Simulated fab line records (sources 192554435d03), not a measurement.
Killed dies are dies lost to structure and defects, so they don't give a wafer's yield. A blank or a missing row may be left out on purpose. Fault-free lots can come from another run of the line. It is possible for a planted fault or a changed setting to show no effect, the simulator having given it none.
Problem report, 8D (eight disciplines) form, completed by code -- flow n5-finfet -- the parts of the form that need people (team, actions taken, sign-off) are left out

## 1. THE ISSUE
oes-product-au at N5_BEOL_M0_SAQP_ETCH_102 reads a mean of 0.687 a.u. on 1 wafer of 1 lot; wafers without a fault read 1.010 a.u. with a standard deviation of 0.017. Relative to the usual mean, that is a shift of -19 standard deviations.
The step: etches SiO2 in CF4, target depth 4 nm, time 4.4 s.
First observed at day 11 03:35: wafer L685.2, on rie-si-02. The record holds 26 wafers of 11 lots with a number at this step. By rule, "out" or "out of limits" means more than 4 standard deviations away from the usual mean. Any other wafer with a number is counted as sound.

## 2. WHAT IT IS, WHAT IT ISN'T
question,is,is not
which readings at this step,oes-product-au,"drypump-motor-current-A, rf-fwd-power-W, throttle-valve-pct"
which lots,L685,"L663, L664, L665, L666, L667, L669, L671, L673, L674, L675"
which wafers of those lots,L685.2,L685.3
read on which tools,rie-si-02,"rie-si-01, rie-si-06"
when,from day 11 03:35,up to then (25 sound wafers)

## 3. THE SUSPECTS, EACH WITH WHAT RULES IT OUT
Counting: if a tool at a process step up to the reading ran every lot that is out, it stays a suspect. Sound lots after the first of them don't rule it out here, since some wafers of a struck lot are sound.
- rie-si-02 at N5_BEOL_M0_SAQP_ETCH_102 (etches SiO2 in CF4, target depth 4 nm, time 4.4 s): kept. L685, the lot that is out, went through it at day 11 03:35; up to then, the latest sound lot through it was L675 at day 8 17:56. Its own oes-product-au readings are out on those wafers.
- Within rie-si-02 at N5_BEOL_M0_SAQP_ETCH_102: the wafers that are out ran in chamber 0; their sound lot-mates ran in chamber 3.
The count leaves rie-si-02 at N5_BEOL_M0_SAQP_ETCH_102.

## 4. THE CAUSE (what the simulator had put in)
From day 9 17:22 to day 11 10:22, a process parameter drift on rie-si-02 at N5_BEOL_M0_SAQP_ETCH_102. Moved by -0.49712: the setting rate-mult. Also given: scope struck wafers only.
This tool alone remained once counting was done.

## 5. SEQUENCE OF EFFECTS, ordered by route
One row per reading whose mean, taken over the struck wafers that have a number, lies over 3 standard deviations from the usual. Only readings whose record carries a usual standard deviation are examined. hours: median over the lots of the time between each lot's start at the first step of this table that gives one and its start at this step. sigmas: the change, counted in usual standard deviations.
hours,step,reading,usual,on struck wafers,change,sigmas
0,N5_BEOL_M0_SAQP_ETCH_102,oes-product-au,1.010 a.u.,0.687,-0.323,-19
It contains these process steps:
- N5_BEOL_M0_SAQP_ETCH_102: etches SiO2 in CF4, target depth 4 nm, time 4.4 s.
At these later measuring or inspecting steps, every struck wafer for which the step has a row has a number for every such reading, and none has moved that far: N5_BEOL_M4_RC_MEAS_101.

## 6. WHAT WOULD HAVE CAUGHT IT SOONER
34 hours passed between the start of the fault at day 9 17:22 and the first reading out of limits in this record, taken at day 11 03:35.
